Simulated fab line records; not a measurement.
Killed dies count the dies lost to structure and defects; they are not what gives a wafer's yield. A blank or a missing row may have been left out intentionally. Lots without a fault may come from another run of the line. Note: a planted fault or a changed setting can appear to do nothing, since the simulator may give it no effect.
Which tool did it? / flow nand-harc / 72 wafers from 24 lots sampled at 6 of the route's 1302 steps

## WHAT EACH GAUGE READ, for each wafer
NHARC_A_STAIRCASE_INSPECT_155.
lot=L074; measured=day 18 20:55; on=defect-inspect-01; raw-defect-count=253 414 565
lot=L075; measured=day 19 22:54; on=defect-inspect-01; raw-defect-count=526 486 373
lot=L076; measured=day 20 04:24; on=defect-inspect-02; raw-defect-count=608 499 340
lot=L077; measured=day 20 04:41; on=defect-inspect-02; raw-defect-count=568 373 451
lot=L078; measured=day 20 18:56; on=defect-inspect-02; raw-defect-count=330 330 559
lot=L080; measured=day 21 22:37; on=defect-inspect-01; raw-defect-count=686 521 492
lot=L079; measured=day 21 23:07; on=defect-inspect-02; raw-defect-count=670 814 665
lot=L081; measured=day 22 08:08; on=defect-inspect-01; raw-defect-count=532 522 339
lot=L082; measured=day 23 02:26; on=defect-inspect-02; raw-defect-count=396 378 439
lot=L083; measured=day 23 09:38; on=defect-inspect-01; raw-defect-count=300 389 348
lot=L084; measured=day 23 13:10; on=defect-inspect-01; raw-defect-count=453 460 475
lot=L086; measured=day 24 04:44; on=defect-inspect-01; raw-defect-count=342 457 334
lot=L085; measured=day 24 05:04; on=defect-inspect-01; raw-defect-count=371 460 377
lot=L087; measured=day 24 21:57; on=defect-inspect-02; raw-defect-count=445 370 312
lot=L088; measured=day 24 22:07; on=defect-inspect-01; raw-defect-count=431 507 350
lot=L089; measured=day 25 11:59; on=defect-inspect-01; raw-defect-count=400 534 403
lot=L090; measured=day 25 12:30; on=defect-inspect-01; raw-defect-count=342 591 320
lot=L091; measured=day 26 08:43; on=defect-inspect-02; raw-defect-count=325 801 338
lot=L093; measured=day 26 08:59; on=defect-inspect-01; raw-defect-count=438 351 342
lot=L092; measured=day 26 20:20; on=defect-inspect-02; raw-defect-count=538 169 274
lot=L094; measured=day 27 11:25; on=defect-inspect-02; raw-defect-count=401 292 341
lot=L095; measured=day 28 07:59; on=defect-inspect-02; raw-defect-count=453 395 375
lot=L096; measured=day 28 08:04; on=defect-inspect-01; raw-defect-count=183 255 197
lot=L097; measured=day 28 08:13; on=defect-inspect-02; raw-defect-count=414 476 468

NHARC_A_SGD_CUT_OVL_MEAS_10.
lot=L074; measured=day 18 21:46; on=overlay-01; overlay-x-nm (nm)=0.6 0.1 0.0; overlay-y-nm (nm)=-0.6 -0.4 -0.5
lot=L075; measured=day 19 23:47; on=overlay-02; overlay-x-nm (nm)=-0.5 -0.2 0.0; overlay-y-nm (nm)=-1.4 -1.6 -2.2
lot=L076; measured=day 20 05:12; on=overlay-02; overlay-x-nm (nm)=0.2 0.1 0.4; overlay-y-nm (nm)=0.6 1.0 0.5
lot=L077; measured=day 20 05:34; on=overlay-01; overlay-x-nm (nm)=-0.5 -0.6 -0.5; overlay-y-nm (nm)=-0.5 -0.7 -0.9
lot=L078; measured=day 20 19:50; on=overlay-01; overlay-x-nm (nm)=2.2 2.0 2.0; overlay-y-nm (nm)=0.8 0.7 0.7
lot=L080; measured=day 21 23:30; on=overlay-02; overlay-x-nm (nm)=-0.3 0.2 -0.2; overlay-y-nm (nm)=-1.4 -1.6 -1.8
lot=L079; measured=day 21 23:59; on=overlay-02; overlay-x-nm (nm)=-1.3 -1.5 -1.9; overlay-y-nm (nm)=0.7 0.9 0.8
lot=L081; measured=day 22 09:01; on=overlay-01; overlay-x-nm (nm)=0.9 0.5 0.7; overlay-y-nm (nm)=-1.0 -0.7 -0.5
lot=L082; measured=day 23 03:30; on=overlay-02; overlay-x-nm (nm)=0.1 0.3 0.0; overlay-y-nm (nm)=-0.6 -1.0 -0.7
lot=L083; measured=day 23 10:31; on=overlay-02; overlay-x-nm (nm)=1.5 1.4 1.5; overlay-y-nm (nm)=0.3 -0.2 0.5
lot=L084; measured=day 23 14:07; on=overlay-01; overlay-x-nm (nm)=-1.4 -1.1 -1.0; overlay-y-nm (nm)=1.2 0.7 0.8
lot=L086; measured=day 24 05:29; on=overlay-02; overlay-x-nm (nm)=-1.3 -1.4 -1.1; overlay-y-nm (nm)=1.0 0.7 0.6
lot=L085; measured=day 24 06:20; on=overlay-01; overlay-x-nm (nm)=-0.1 0.2 0.2; overlay-y-nm (nm)=-0.5 -0.2 0.1
lot=L087; measured=day 24 22:43; on=overlay-02; overlay-x-nm (nm)=0.5 0.6 0.5; overlay-y-nm (nm)=0.5 0.2 0.4
lot=L088; measured=day 24 22:59; on=overlay-01; overlay-x-nm (nm)=-0.1 -0.1 0.0; overlay-y-nm (nm)=-2.0 -1.6 -1.5
lot=L089; measured=day 25 12:44; on=overlay-02; overlay-x-nm (nm)=0.8 1.2 1.3; overlay-y-nm (nm)=-0.4 -0.5 -0.7
lot=L090; measured=day 25 13:22; on=overlay-02; overlay-x-nm (nm)=-0.1 0.1 0.5; overlay-y-nm (nm)=-0.5 -0.8 -0.5
lot=L091; measured=day 26 09:35; on=overlay-01; overlay-x-nm (nm)=1.5 1.5 2.4; overlay-y-nm (nm)=0.6 0.9 0.0
lot=L093; measured=day 26 09:52; on=overlay-02; overlay-x-nm (nm)=0.2 0.0 0.5; overlay-y-nm (nm)=-0.4 -0.2 -0.2
lot=L092; measured=day 26 21:13; on=overlay-02; overlay-x-nm (nm)=-0.8 -1.0 -1.0; overlay-y-nm (nm)=-0.4 -0.2 -0.2
lot=L094; measured=day 27 12:10; on=overlay-02; overlay-x-nm (nm)=1.7 2.1 1.6; overlay-y-nm (nm)=0.7 0.7 0.3
lot=L095; measured=day 28 08:44; on=overlay-01; overlay-x-nm (nm)=0.6 0.9 1.0; overlay-y-nm (nm)=0.8 0.7 0.2
lot=L096; measured=day 28 08:56; on=overlay-02; overlay-x-nm (nm)=-0.6 0.0 -0.4; overlay-y-nm (nm)=-1.0 -1.6 -1.2
lot=L097; measured=day 28 09:07; on=overlay-02; overlay-x-nm (nm)=-0.6 -1.0 -0.7; overlay-y-nm (nm)=-0.6 -0.2 -0.5

NHARC_A_SGD_CUT_INSPECT_11.
lot=L074; measured=day 18 21:48; on=defect-inspect-01; raw-defect-count=15 18 17
lot=L075; measured=day 19 23:49; on=defect-inspect-01; raw-defect-count=56 53 54
lot=L076; measured=day 20 05:14; on=defect-inspect-02; raw-defect-count=22 15 8
lot=L077; measured=day 20 05:36; on=defect-inspect-02; raw-defect-count=137 107 103
lot=L078; measured=day 20 19:52; on=defect-inspect-01; raw-defect-count=60 59 72
lot=L080; measured=day 21 23:32; on=defect-inspect-02; raw-defect-count=120 123 100
lot=L079; measured=day 22 00:02; on=defect-inspect-01; raw-defect-count=58 69 50
lot=L081; measured=day 22 09:03; on=defect-inspect-01; raw-defect-count=56 85 80
lot=L082; measured=day 23 03:32; on=defect-inspect-02; raw-defect-count=19 35 25
lot=L083; measured=day 23 10:33; on=defect-inspect-01; raw-defect-count=63 46 57
lot=L084; measured=day 23 14:10; on=defect-inspect-01; raw-defect-count=78 85 95
lot=L086; measured=day 24 05:32; on=defect-inspect-01; raw-defect-count=9 14 19
lot=L085; measured=day 24 06:23; on=defect-inspect-02; raw-defect-count=74 89 84
lot=L087; measured=day 24 22:44; on=defect-inspect-02; raw-defect-count=16 17 11
lot=L088; measured=day 24 23:01; on=defect-inspect-01; raw-defect-count=54 41 52
lot=L089; measured=day 25 12:46; on=defect-inspect-02; raw-defect-count=20 18 24
lot=L090; measured=day 25 13:25; on=defect-inspect-01; raw-defect-count=45 54 45
lot=L091; measured=day 26 09:37; on=defect-inspect-01; raw-defect-count=52 56 63
lot=L093; measured=day 26 09:54; on=defect-inspect-02; raw-defect-count=98 95 93
lot=L092; measured=day 26 21:15; on=defect-inspect-01; raw-defect-count=30 26 16
lot=L094; measured=day 27 12:13; on=defect-inspect-02; raw-defect-count=64 80 74
lot=L095; measured=day 28 08:46; on=defect-inspect-02; raw-defect-count=31 36 25
lot=L096; measured=day 28 08:59; on=defect-inspect-01; raw-defect-count=8 8 7
lot=L097; measured=day 28 09:09; on=defect-inspect-01; raw-defect-count=78 100 81

NHARC_A_SLIT_CD_MEAS_09 targets a cd of 300 nm.
lot=L074; measured=day 19 12:05; on=cd-sem-02; cd-nm (nm)=300.2 300.2 300.8
lot=L075; measured=day 20 11:49; on=cd-sem-01; cd-nm (nm)=300.0 299.7 299.9
lot=L076; measured=day 20 18:25; on=cd-sem-01; cd-nm (nm)=300.1 300.0 300.3
lot=L077; measured=day 20 20:07; on=cd-sem-01; cd-nm (nm)=301.0 300.8 300.8
lot=L078; measured=day 21 08:30; on=cd-sem-02; cd-nm (nm)=299.6 299.3 300.5
lot=L080; measured=day 22 13:06; on=cd-sem-02; cd-nm (nm)=299.6 299.5 299.4
lot=L079; measured=day 22 13:16; on=cd-sem-03; cd-nm (nm)=299.7 300.5 300.3
lot=L081; measured=day 22 22:35; on=cd-sem-01; cd-nm (nm)=300.3 300.1 299.7
lot=L082; measured=day 23 18:09; on=cd-sem-03; cd-nm (nm)=300.4 300.4 300.7
lot=L083; measured=day 23 22:34; on=cd-sem-01; cd-nm (nm)=300.1 299.8 299.7
lot=L084; measured=day 24 01:44; on=cd-sem-03; cd-nm (nm)=300.7 300.0 300.7
lot=L086; measured=day 24 21:24; on=cd-sem-01; cd-nm (nm)=300.8 300.2 300.5
lot=L085; measured=day 24 20:43; on=cd-sem-02; cd-nm (nm)=299.7 299.9 300.3
lot=L087; measured=day 25 14:30; on=cd-sem-01; cd-nm (nm)=300.1 300.1 299.5
lot=L088; measured=day 25 13:31; on=cd-sem-03; cd-nm (nm)=299.8 299.6 299.6
lot=L089; measured=day 26 00:34; on=cd-sem-03; cd-nm (nm)=299.8 299.5 299.8
lot=L090; measured=day 26 00:44; on=cd-sem-01; cd-nm (nm)=300.7 300.1 300.1
lot=L091; measured=day 27 00:22; on=cd-sem-01; cd-nm (nm)=299.6 300.0 299.7
lot=L093; measured=day 26 21:01; on=cd-sem-03; cd-nm (nm)=300.8 300.2 301.2
lot=L092; measured=day 27 09:19; on=cd-sem-03; cd-nm (nm)=300.2 299.6 299.7
lot=L094; measured=day 28 00:05; on=cd-sem-01; cd-nm (nm)=300.1 300.2 300.1
lot=L095; measured=day 28 20:52; on=cd-sem-01; cd-nm (nm)=299.8 300.0 300.0
lot=L096; measured=day 28 20:43; on=cd-sem-03; cd-nm (nm)=299.5 299.8 299.8
lot=L097; measured=day 29 00:32; on=cd-sem-01; cd-nm (nm)=300.0 300.0 300.0

## TOOL THAT RAN EACH LOT (tool first, then ch and the chambers of the sampled wafers, then the start)
lot=L074; NHARC_A_STAIRCASE_DESCUM_443=rie-diel-13 ch 0,2,3, day 18 13:46; NHARC_A_SGD_CUT_STRIP_28=rie-diel-02 ch 0,1,3, day 19 12:05 or earlier
lot=L075; NHARC_A_STAIRCASE_DESCUM_443=rie-diel-05 ch 0,1,2, day 19 15:51; NHARC_A_SGD_CUT_STRIP_28=rie-diel-02 ch 0,2, day 20 06:50
lot=L076; NHARC_A_STAIRCASE_DESCUM_443=rie-diel-13 ch 0,2, day 19 21:20; NHARC_A_SGD_CUT_STRIP_28=rie-diel-11 ch 2,3, day 20 12:14
lot=L077; NHARC_A_STAIRCASE_DESCUM_443=rie-diel-05 ch 0,1,2, day 19 21:31; NHARC_A_SGD_CUT_STRIP_28=rie-diel-02 ch 0,1, day 20 12:15
lot=L078; NHARC_A_STAIRCASE_DESCUM_443=rie-diel-13 ch 0,1,2, day 20 11:46; NHARC_A_SGD_CUT_STRIP_28=rie-diel-02 ch 0,1,2, day 21 02:52
lot=L080; NHARC_A_STAIRCASE_DESCUM_443=rie-diel-08 ch 0,3, day 21 15:22; NHARC_A_SGD_CUT_STRIP_28=rie-diel-11 ch 1,2,3, day 22 13:06 or earlier
lot=L079; NHARC_A_STAIRCASE_DESCUM_443=rie-diel-05 ch 0,1,3, day 21 15:32; NHARC_A_SGD_CUT_STRIP_28=rie-diel-02 ch 0,1,2, day 22 06:38
lot=L081; NHARC_A_STAIRCASE_DESCUM_443=rie-diel-13 ch 0,1,3, day 22 01:05; NHARC_A_SGD_CUT_STRIP_28=rie-diel-02 ch 0,2,3, day 22 22:35 or earlier
lot=L082; NHARC_A_STAIRCASE_DESCUM_443=rie-diel-08 ch 0,1,2, day 22 19:12; NHARC_A_SGD_CUT_STRIP_28=rie-diel-11 ch 0,1,3, day 23 18:09 or earlier
lot=L083; NHARC_A_STAIRCASE_DESCUM_443=rie-diel-13 ch 1,2,3, day 23 02:20; NHARC_A_SGD_CUT_STRIP_28=rie-diel-09 ch 0,1,2, day 23 22:34 or earlier
lot=L084; NHARC_A_STAIRCASE_DESCUM_443=rie-diel-13 ch 0,2, day 23 05:47; NHARC_A_SGD_CUT_STRIP_28=rie-diel-11 ch 0,2, day 24 01:44 or earlier
lot=L086; NHARC_A_STAIRCASE_DESCUM_443=rie-diel-05 ch 0,2,3, day 23 21:20; NHARC_A_SGD_CUT_STRIP_28=rie-diel-02 ch 2,3, day 24 12:01
lot=L085; NHARC_A_STAIRCASE_DESCUM_443=rie-diel-13 ch 0,1,2, day 23 21:58; NHARC_A_SGD_CUT_STRIP_28=rie-diel-09 ch 1,2,3, day 24 20:43 or earlier
lot=L087; NHARC_A_STAIRCASE_DESCUM_443=rie-diel-08 ch 0,2,3, day 24 14:54; NHARC_A_SGD_CUT_STRIP_28=rie-diel-11 ch 0,1,2, day 25 14:30 or earlier
lot=L088; NHARC_A_STAIRCASE_DESCUM_443=rie-diel-05 ch 0,2,3, day 24 15:05; NHARC_A_SGD_CUT_STRIP_28=rie-diel-02 ch 0,3, day 25 13:31 or earlier
lot=L089; NHARC_A_STAIRCASE_DESCUM_443=rie-diel-08 ch 0,2,3, day 25 04:55; NHARC_A_SGD_CUT_STRIP_28=rie-diel-02 ch 0,1,2, day 26 00:34 or earlier
lot=L090; NHARC_A_STAIRCASE_DESCUM_443=rie-diel-13 ch 1,2, day 25 05:08; NHARC_A_SGD_CUT_STRIP_28=rie-diel-09 ch 0,3, day 26 00:44 or earlier
lot=L091; NHARC_A_STAIRCASE_DESCUM_443=rie-diel-08 ch 0,2,3, day 26 01:42; NHARC_A_SGD_CUT_STRIP_28=rie-diel-02 ch 0,1,3, day 27 00:22 or earlier
lot=L093; NHARC_A_STAIRCASE_DESCUM_443=rie-diel-13 ch 0,3, day 26 01:51; NHARC_A_SGD_CUT_STRIP_28=rie-diel-09 ch 0,1,3, day 26 21:01 or earlier
lot=L092; NHARC_A_STAIRCASE_DESCUM_443=rie-diel-08 ch 1,2,3, day 26 13:12; NHARC_A_SGD_CUT_STRIP_28=rie-diel-02 ch 0,1, day 27 03:52
lot=L094; NHARC_A_STAIRCASE_DESCUM_443=rie-diel-08 ch 2,3, day 27 04:20; NHARC_A_SGD_CUT_STRIP_28=rie-diel-09 ch 1,3, day 28 00:05 or earlier
lot=L095; NHARC_A_STAIRCASE_DESCUM_443=rie-diel-08 ch 0,2,3, day 28 00:46; NHARC_A_SGD_CUT_STRIP_28=rie-diel-02 ch 1,2,3, day 28 20:52 or earlier
lot=L096; NHARC_A_STAIRCASE_DESCUM_443=rie-diel-13 ch 1,3, day 28 00:55; NHARC_A_SGD_CUT_STRIP_28=rie-diel-09 ch 0,2, day 28 20:43 or earlier
lot=L097; NHARC_A_STAIRCASE_DESCUM_443=rie-diel-05 ch 0,1, day 28 01:05; NHARC_A_SGD_CUT_STRIP_28=rie-diel-11 ch 0,1, day 29 00:32 or earlier
- NHARC_A_STAIRCASE_DESCUM_443: chemistry O2, time 3 s.
- NHARC_A_SGD_CUT_STRIP_28: strips in O2, time 20 s.

## AS READ BY THE TOOLS THEMSELVES (means over the sampled wafers that have a number; for cases with no such wafer, the mark the record gives instead)
NHARC_A_STAIRCASE_DESCUM_443.
lot=L074; tool=rie-diel-13; drypump-motor-current-A (A)=5.6; oes-product-au (a.u.)=0.995; rf-vpp-V (V)=57.5; showerhead-plenum-p-Torr (Torr)=1.85; throttle-valve-pct (%)=11.313
lot=L075; tool=rie-diel-05; drypump-motor-current-A (A)=5.3; oes-product-au (a.u.)=1.000; rf-vpp-V (V)=57.4; showerhead-plenum-p-Torr (Torr)=1.86; throttle-valve-pct (%)=11.310
lot=L076; tool=rie-diel-13; drypump-motor-current-A (A)=6.0; oes-product-au (a.u.)=1.001; rf-vpp-V (V)=56.8; showerhead-plenum-p-Torr (Torr)=1.86; throttle-valve-pct (%)=11.306
lot=L077; tool=rie-diel-05; drypump-motor-current-A (A)=5.3; oes-product-au (a.u.)=1.001; rf-vpp-V (V)=57.7; showerhead-plenum-p-Torr (Torr)=1.85; throttle-valve-pct (%)=11.307
lot=L078; tool=rie-diel-13; drypump-motor-current-A (A)=5.6; oes-product-au (a.u.)=1.003; rf-vpp-V (V)=57.7; showerhead-plenum-p-Torr (Torr)=1.92; throttle-valve-pct (%)=11.317
lot=L080; tool=rie-diel-08; drypump-motor-current-A (A)=6.1; oes-product-au (a.u.)=1.003; rf-vpp-V (V)=57.6; showerhead-plenum-p-Torr (Torr)=1.94; throttle-valve-pct (%)=11.306
lot=L079; tool=rie-diel-05; drypump-motor-current-A (A)=5.4; oes-product-au (a.u.)=1.003; rf-vpp-V (V)=57.4; showerhead-plenum-p-Torr (Torr)=1.87; throttle-valve-pct (%)=11.309
lot=L081; tool=rie-diel-13; drypump-motor-current-A (A)=5.7; oes-product-au (a.u.)=0.996; rf-vpp-V (V)=58.2; showerhead-plenum-p-Torr (Torr)=1.90; throttle-valve-pct (%)=11.302
lot=L082; tool=rie-diel-08; drypump-motor-current-A (A)=5.8; oes-product-au (a.u.)=0.992; rf-vpp-V (V)=57.9; showerhead-plenum-p-Torr (Torr)=1.93; throttle-valve-pct (%)=11.316
lot=L083; tool=rie-diel-13; drypump-motor-current-A (A)=5.2; oes-product-au (a.u.)=0.989; rf-vpp-V (V)=58.2; showerhead-plenum-p-Torr (Torr)=1.90; throttle-valve-pct (%)=11.308
lot=L084; tool=rie-diel-13; drypump-motor-current-A (A)=5.6; oes-product-au (a.u.)=1.005; rf-vpp-V (V)=58.4; showerhead-plenum-p-Torr (Torr)=1.85; throttle-valve-pct (%)=11.312
lot=L086; tool=rie-diel-05; drypump-motor-current-A (A)=5.2; oes-product-au (a.u.)=1.003; rf-vpp-V (V)=57.9; showerhead-plenum-p-Torr (Torr)=1.86; throttle-valve-pct (%)=11.313
lot=L085; tool=rie-diel-13; drypump-motor-current-A (A)=5.6; oes-product-au (a.u.)=0.997; rf-vpp-V (V)=58.2; showerhead-plenum-p-Torr (Torr)=1.91; throttle-valve-pct (%)=11.313
lot=L087; tool=rie-diel-08; drypump-motor-current-A (A)=5.8; oes-product-au (a.u.)=1.000; rf-vpp-V (V)=57.8; showerhead-plenum-p-Torr (Torr)=1.97; throttle-valve-pct (%)=11.310
lot=L088; tool=rie-diel-05; drypump-motor-current-A (A)=5.2; oes-product-au (a.u.)=0.999; rf-vpp-V (V)=57.4; showerhead-plenum-p-Torr (Torr)=1.86; throttle-valve-pct (%)=11.305
lot=L089; tool=rie-diel-08; drypump-motor-current-A (A)=5.8; oes-product-au (a.u.)=1.000; rf-vpp-V (V)=57.7; showerhead-plenum-p-Torr (Torr)=1.97; throttle-valve-pct (%)=11.319
lot=L090; tool=rie-diel-13; drypump-motor-current-A (A)=5.3; oes-product-au (a.u.)=0.994; rf-vpp-V (V)=56.9; showerhead-plenum-p-Torr (Torr)=1.96; throttle-valve-pct (%)=11.306
lot=L091; tool=rie-diel-08; drypump-motor-current-A (A)=5.8; oes-product-au (a.u.)=0.991; rf-vpp-V (V)=57.2; showerhead-plenum-p-Torr (Torr)=1.97; throttle-valve-pct (%)=11.317
lot=L093; tool=rie-diel-13; drypump-motor-current-A (A)=5.6; oes-product-au (a.u.)=0.989; rf-vpp-V (V)=58.3; showerhead-plenum-p-Torr (Torr)=1.82; throttle-valve-pct (%)=11.310
lot=L092; tool=rie-diel-08; drypump-motor-current-A (A)=6.2; oes-product-au (a.u.)=0.993; rf-vpp-V (V)=57.7; showerhead-plenum-p-Torr (Torr)=1.92; throttle-valve-pct (%)=11.303
lot=L094; tool=rie-diel-08; drypump-motor-current-A (A)=6.1; oes-product-au (a.u.)=0.998; rf-vpp-V (V)=58.1; showerhead-plenum-p-Torr (Torr)=1.96; throttle-valve-pct (%)=11.309
lot=L095; tool=rie-diel-08; drypump-motor-current-A (A)=5.8; oes-product-au (a.u.)=1.002; rf-vpp-V (V)=58.6; showerhead-plenum-p-Torr (Torr)=1.96; throttle-valve-pct (%)=11.312
lot=L096; tool=rie-diel-13; drypump-motor-current-A (A)=5.3; oes-product-au (a.u.)=0.990; rf-vpp-V (V)=58.9; showerhead-plenum-p-Torr (Torr)=1.94; throttle-valve-pct (%)=11.302
lot=L097; tool=rie-diel-05; drypump-motor-current-A (A)=5.4; oes-product-au (a.u.)=1.000; rf-vpp-V (V)=56.9; showerhead-plenum-p-Torr (Torr)=1.84; throttle-valve-pct (%)=11.309

NHARC_A_SGD_CUT_STRIP_28.
lot=L074; tool=rie-diel-02; drypump-motor-current-A (A)=5.7; oes-product-au (a.u.)=0.997; rf-vpp-V (V)=57.6; showerhead-plenum-p-Torr (Torr)=3.53; throttle-valve-pct (%)=17.035
lot=L075; tool=rie-diel-02; drypump-motor-current-A (A)=5.2; oes-product-au (a.u.)=0.998; rf-vpp-V (V)=57.5; showerhead-plenum-p-Torr (Torr)=3.35; throttle-valve-pct (%)=17.038
lot=L076; tool=rie-diel-11; drypump-motor-current-A (A)=6.3; oes-product-au (a.u.)=0.992; rf-vpp-V (V)=57.1; showerhead-plenum-p-Torr (Torr)=3.49; throttle-valve-pct (%)=17.037
lot=L077; tool=rie-diel-02; drypump-motor-current-A (A)=5.7; oes-product-au (a.u.)=1.004; rf-vpp-V (V)=57.4; showerhead-plenum-p-Torr (Torr)=3.48; throttle-valve-pct (%)=17.045
lot=L078; tool=rie-diel-02; drypump-motor-current-A (A)=5.4; oes-product-au (a.u.)=0.995; rf-vpp-V (V)=57.8; showerhead-plenum-p-Torr (Torr)=3.44; throttle-valve-pct (%)=17.030
lot=L080; tool=rie-diel-11; drypump-motor-current-A (A)=6.0; oes-product-au (a.u.)=1.001; rf-vpp-V (V)=58.0; showerhead-plenum-p-Torr (Torr)=3.49; throttle-valve-pct (%)=17.033
lot=L079; tool=rie-diel-02; drypump-motor-current-A (A)=5.5; oes-product-au (a.u.)=1.000; rf-vpp-V (V)=56.6; showerhead-plenum-p-Torr (Torr)=3.44; throttle-valve-pct (%)=17.036
lot=L081; tool=rie-diel-02; drypump-motor-current-A (A)=5.5; oes-product-au (a.u.)=1.003; rf-vpp-V (V)=57.3; showerhead-plenum-p-Torr (Torr)=3.43; throttle-valve-pct (%)=17.035
lot=L082; tool=rie-diel-11; drypump-motor-current-A (A)=5.5; oes-product-au (a.u.)=1.003; rf-vpp-V (V)=58.2; showerhead-plenum-p-Torr (Torr)=3.55; throttle-valve-pct (%)=17.035
lot=L083; tool=rie-diel-09; drypump-motor-current-A (A)=5.7; oes-product-au (a.u.)=1.017; rf-vpp-V (V)=57.7; showerhead-plenum-p-Torr (Torr)=3.56; throttle-valve-pct (%)=17.030
lot=L084; tool=rie-diel-11; drypump-motor-current-A (A)=6.1; oes-product-au (a.u.)=0.998; rf-vpp-V (V)=57.5; showerhead-plenum-p-Torr (Torr)=3.48; throttle-valve-pct (%)=17.037
lot=L086; tool=rie-diel-02; drypump-motor-current-A (A)=5.3; oes-product-au (a.u.)=1.001; rf-vpp-V (V)=57.3; showerhead-plenum-p-Torr (Torr)=3.39; throttle-valve-pct (%)=17.030
lot=L085; tool=rie-diel-09; drypump-motor-current-A (A)=5.5; oes-product-au (a.u.)=1.004; rf-vpp-V (V)=57.1; showerhead-plenum-p-Torr (Torr)=3.48; throttle-valve-pct (%)=17.036
lot=L087; tool=rie-diel-11; drypump-motor-current-A (A)=5.8; oes-product-au (a.u.)=0.998; rf-vpp-V (V)=58.0; showerhead-plenum-p-Torr (Torr)=3.49; throttle-valve-pct (%)=17.041
lot=L088; tool=rie-diel-02; drypump-motor-current-A (A)=5.8; oes-product-au (a.u.)=1.002; rf-vpp-V (V)=58.0; showerhead-plenum-p-Torr (Torr)=3.51; throttle-valve-pct (%)=17.036
lot=L089; tool=rie-diel-02; drypump-motor-current-A (A)=5.5; oes-product-au (a.u.)=1.002; rf-vpp-V (V)=57.9; showerhead-plenum-p-Torr (Torr)=3.44; throttle-valve-pct (%)=17.044
lot=L090; tool=rie-diel-09; drypump-motor-current-A (A)=5.7; oes-product-au (a.u.)=1.016; rf-vpp-V (V)=57.9; showerhead-plenum-p-Torr (Torr)=3.68; throttle-valve-pct (%)=17.041
lot=L091; tool=rie-diel-02; drypump-motor-current-A (A)=5.7; oes-product-au (a.u.)=1.004; rf-vpp-V (V)=58.1; showerhead-plenum-p-Torr (Torr)=3.52; throttle-valve-pct (%)=17.039
lot=L093; tool=rie-diel-09; drypump-motor-current-A (A)=5.6; oes-product-au (a.u.)=1.004; rf-vpp-V (V)=57.1; showerhead-plenum-p-Torr (Torr)=3.53; throttle-valve-pct (%)=17.031
lot=L092; tool=rie-diel-02; drypump-motor-current-A (A)=5.6; oes-product-au (a.u.)=1.000; rf-vpp-V (V)=58.0; showerhead-plenum-p-Torr (Torr)=3.54; throttle-valve-pct (%)=17.038
lot=L094; tool=rie-diel-09; drypump-motor-current-A (A)=5.3; oes-product-au (a.u.)=0.996; rf-vpp-V (V)=57.6; showerhead-plenum-p-Torr (Torr)=3.46; throttle-valve-pct (%)=17.043
lot=L095; tool=rie-diel-02; drypump-motor-current-A (A)=5.5; oes-product-au (a.u.)=1.008; rf-vpp-V (V)=57.7; showerhead-plenum-p-Torr (Torr)=3.48; throttle-valve-pct (%)=17.029
lot=L096; tool=rie-diel-09; drypump-motor-current-A (A)=5.9; oes-product-au (a.u.)=1.012; rf-vpp-V (V)=58.2; showerhead-plenum-p-Torr (Torr)=3.69; throttle-valve-pct (%)=17.032
lot=L097; tool=rie-diel-11; drypump-motor-current-A (A)=5.3; oes-product-au (a.u.)=1.013; rf-vpp-V (V)=57.8; showerhead-plenum-p-Torr (Torr)=3.55; throttle-valve-pct (%)=17.038

## THE ANSWER, worked out from the rows above alone
Rule: usual is defined by the lots themselves. Put in order of their means at a reading, lots are off if they are a third of the lots or fewer, leave a main group of 4 or more, and stand apart from it by a gap of 3 or more times the standard deviation of the main group's means; of several such gaps the widest counts. Not used: any main group whose means are identical at the precision the tables above print for the reading. A lot without any number at a reading at which 4 lots or more have one is off too. Any other lot the step has rows for is counted as sound. The gauges are gone through in route order, then the tools' own readings, and for those a lot's mean is taken as printed above. The first step at which some lot is off is used, and at that step the reading that is off furthest; a lot without a number counts as furthest.
Nothing can be told from this: no lot is off at any reading shown.

## WHAT THE SIMULATOR HAD INSERTED
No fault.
